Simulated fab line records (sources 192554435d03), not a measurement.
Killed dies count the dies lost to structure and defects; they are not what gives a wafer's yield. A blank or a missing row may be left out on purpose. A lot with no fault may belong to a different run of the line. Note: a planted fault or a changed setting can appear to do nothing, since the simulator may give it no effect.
8D (eight disciplines) problem report, filled in by code	flow n5 finfet	the parts of the form that need people (team, actions taken, sign-off) are left out

1. WHAT WENT WRONG
A mean of 684.5 W is read at N5_BEOL_M0_ETCH_128 for rf fwd power W, taken on 1 wafer of 1 lot, against 425.9 W (standard deviation 1.5) on wafers free of any fault. So: +99 or more standard deviations from the usual mean.
The step: etches SiCN in CF4/N2, target depth 12 nm, overetch 5.1 nm, time 21.4 s.
First observed at day 11 11:08: wafer L882.2, on rie diel-06. The record holds 24 wafers of 8 lots with a number at this step. Rule for "out" (also "out of limits"): further than 4 standard deviations from the usual mean. The rest of the wafers with a number are treated as sound.

2. WHAT IT IS, AND WHAT IT ISN'T
question	is	is not
which readings at this step	rf fwd power W, rf vpp V	drypump motor current A, oes product au, showerhead plenum p Torr, throttle valve pct
which lots	L882	L862, L864, L865, L866, L873, L875, L876
which wafers of those lots	L882.2	L882.1, L882.5
read on which tools	rie diel-06	rie diel-01, rie diel-05
when	from day 11 11:08	up to then (23 sound wafers)

3. SUSPECTS, AND WHAT RULES EACH OUT
Counting: a tool at a process step up to the reading stays a suspect if it ran every lot that is out. Sound lots after the first of them don't rule it out here, since some wafers of a struck lot are sound.
- rie diel-01 at N5_BEOL_M0_ETCH_138 (etches SiCN in CH3F/O2, target depth 12 nm, time 31.6 s): kept. It processed L882, the lot that is out, at day 11 07:56, and its most recent sound lot before then was L876 at day 9 20:37.
- rie diel-06 at N5_BEOL_M0_STRIP_140 (strips in CF4): kept. It processed L882, the lot that is out, at day 11 10:39, and its most recent sound lot before then was L875 at day 9 11:55.
- rie diel-06 at N5_BEOL_M0_ETCH_128 (etches SiCN in CF4/N2, target depth 12 nm, overetch 5.1 nm, time 21.4 s): kept. It processed L882, the lot that is out, at day 11 11:08, and its most recent sound lot before then was L875 at day 9 12:04. Its own readings are out on those wafers: rf fwd power W, rf vpp V.
- In rie diel-01 at N5_BEOL_M0_ETCH_138, the wafers that are out were processed in chamber 0 and their sound lot-mates in chambers 2, 3.
- Within rie diel-06 at N5_BEOL_M0_ETCH_128: the wafers that are out ran in chamber 0; their sound lot-mates ran in chamber 1.
rie diel-01 at N5_BEOL_M0_ETCH_138, rie diel-06 at N5_BEOL_M0_STRIP_140 and rie diel-06 at N5_BEOL_M0_ETCH_128 are what is left after counting.

4. THE CAUSE (what the simulator had put in)
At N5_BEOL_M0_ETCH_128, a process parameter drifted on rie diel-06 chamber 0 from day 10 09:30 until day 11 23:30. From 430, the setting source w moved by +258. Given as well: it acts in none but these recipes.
3 suspects survive the count, and this tool is in that group.

5. THE CHAIN OF EFFECTS, in route order
One row per reading whose mean, taken over the struck wafers that have a number, lies over 3 standard deviations from the usual. Only readings whose record carries a usual standard deviation are examined. hours: median over the lots of the time between each lot's start at the first step of this table that gives one and its start at this step. sigmas: the change, counted in usual standard deviations.
hours	step	reading	usual	on struck wafers	change	sigmas
0	N5_BEOL_M0_ETCH_128	rf fwd power W	425.9 W	684.5	+258.6	+99 or more
0	N5_BEOL_M0_ETCH_128	rf vpp V	381.6 V	326.2	-55.4	-29
Here are the process steps it includes:
- N5_BEOL_M0_ETCH_128: etches SiCN in CF4/N2, target depth 12 nm, overetch 5.1 nm, time 21.4 s.
At these later measuring or inspecting steps, every struck wafer for which the step has a row has a number for every such reading, and none has moved that far: N5_BEOL_M4_RC_MEAS_101.

6. WHAT WOULD HAVE CAUGHT IT SOONER
The fault began at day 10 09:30; the first out-of-limits reading in this record came at day 11 11:08, 26 hours later.
